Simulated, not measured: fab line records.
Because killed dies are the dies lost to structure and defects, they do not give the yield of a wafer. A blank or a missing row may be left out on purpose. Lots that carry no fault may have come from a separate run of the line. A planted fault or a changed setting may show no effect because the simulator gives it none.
Comparing a struck lot with a sound one :: flow nand harc :: 18 steps out of a route of 1302
Sound: wafers L885.1, L885.4, L885.5. Wafers struck: L898.2, L898.3, L898.4. The cause is named last.
For every step that has rows: the tool of each side, followed by ch and its chambers, followed by its first start. Under that, the readings that differ: sound wafers :: struck wafers :: difference of the means :: sigmas: that difference in standard deviations of wafers without a fault.
alike: a reading whose means differ by less than 2 such deviations, as well as words and numbers matching on both sides. not compared: withheld readings; readings where some wafer has no value; bounds like >300 that might hide an equal value; numbers whose values overlap and for which the record gives no deviation.
The two part at a step that has a row with sigmas, a row that says differs or no value, or rows on one side only. Numbers that don't overlap but have no deviation are shown without sigmas and don't part them. A reading missing from all wafers of one side parts the sides only when that side holds two or more wafers.

first, 1 step without rows for these wafers: NHARC_P_M1_SRD_25.
NHARC_P_M1_INSPECT_27:
  sound on defect inspect-02 at day 6 06:17; struck on defect inspect-02 at day 12 09:51
  alike: raw defect count
NHARC_P_M1_PRE_CLEAN_32: time 12 s.
  sound on pecvd-01 ch 0,2, day 6 06:20; struck on pecvd-01 ch 0,1, day 12 09:56
  alike: heater power outer w, heater power w
NHARC_P_M1_DEP_33: deposits SiCN, target thk 30 nm.
  sound on pecvd-01 ch 0,2, day 6 06:25; struck on pecvd-01 ch 0,1, day 12 10:02
  alike: heater power outer w, heater power w
then, 7 steps without rows for these wafers: NHARC_P_M2_DEP_00 (deposits SiOC, target thk 182.5 nm); NHARC_P_M2_DEHYDRATE_01 (time 120 s); NHARC_P_M2_HMDS_02 (time 30 s); NHARC_P_M2_COAT_34 (time 65 s); NHARC_P_M2_COAT_03 (resist thk 90 nm); NHARC_P_M2_SOFTBAKE_04 (time 55 s); NHARC_P_M2_EBR_05.
NHARC_P_M2_EXPOSE_06: exposes mask P M2, target cd 170 nm.
  sound on arfi scanner-03 ch 0, day 6 07:32; struck on arfi scanner-03 ch 0, day 12 11:01
reading: model.P_M2.overlay x nm (nm)
sound: -1.134 -1.134 -1.134
struck: 45.71 45.71 45.71
difference: +46.84
sigmas: 
  alike: mask, reticle temp C
then, 2 steps without rows for these wafers: NHARC_P_M2_PEB_07 (peb time 65 s); NHARC_P_M2_DEVELOP_08 (develop time 35 s).
NHARC_P_M2_CD_MEAS_09 targets a cd of 170 nm.
  sound on cd sem-01 ch 0, day 6 07:40; struck on cd sem-02 ch 0, day 12 11:09
  alike: cd nm
NHARC_P_M2_OVL_MEAS_10: pitch 340 nm.
  sound on overlay-01 at day 6 07:46; struck on overlay-02 at day 12 11:14
reading: overlay x nm (nm)
sound: -1.3 -1.4 -1.0
struck: 45.8 45.4 44.9
difference: +46.6
sigmas: +51
  alike: overlay y nm
NHARC_P_M2_INSPECT_11:
  sound on defect inspect-02 at day 6 07:48; struck on defect inspect-02 at day 12 11:16
  alike: raw defect count
-- record jumps: 18 days between struck wafers' starts before vs after; left off in module P_M2, resumes in module END, first step shown is number 1302 of the route --
NHARC_END_SORT_01:
  sound on prober-01 ch 0, day 24 20:53; struck on prober-01 ch 0, day 30 09:38
  alike: defect limited yield, killed at array, killed at other, killed at periphery, killed dies, killed open, killed short

## WHERE THEY PART
At NHARC_P_M2_OVL_MEAS_10 and nowhere else, as far as this record goes. Later steps at which nothing parts them and some readings are alike: NHARC_P_M2_INSPECT_11, NHARC_END_SORT_01.

WHY: whatever the simulator had introduced
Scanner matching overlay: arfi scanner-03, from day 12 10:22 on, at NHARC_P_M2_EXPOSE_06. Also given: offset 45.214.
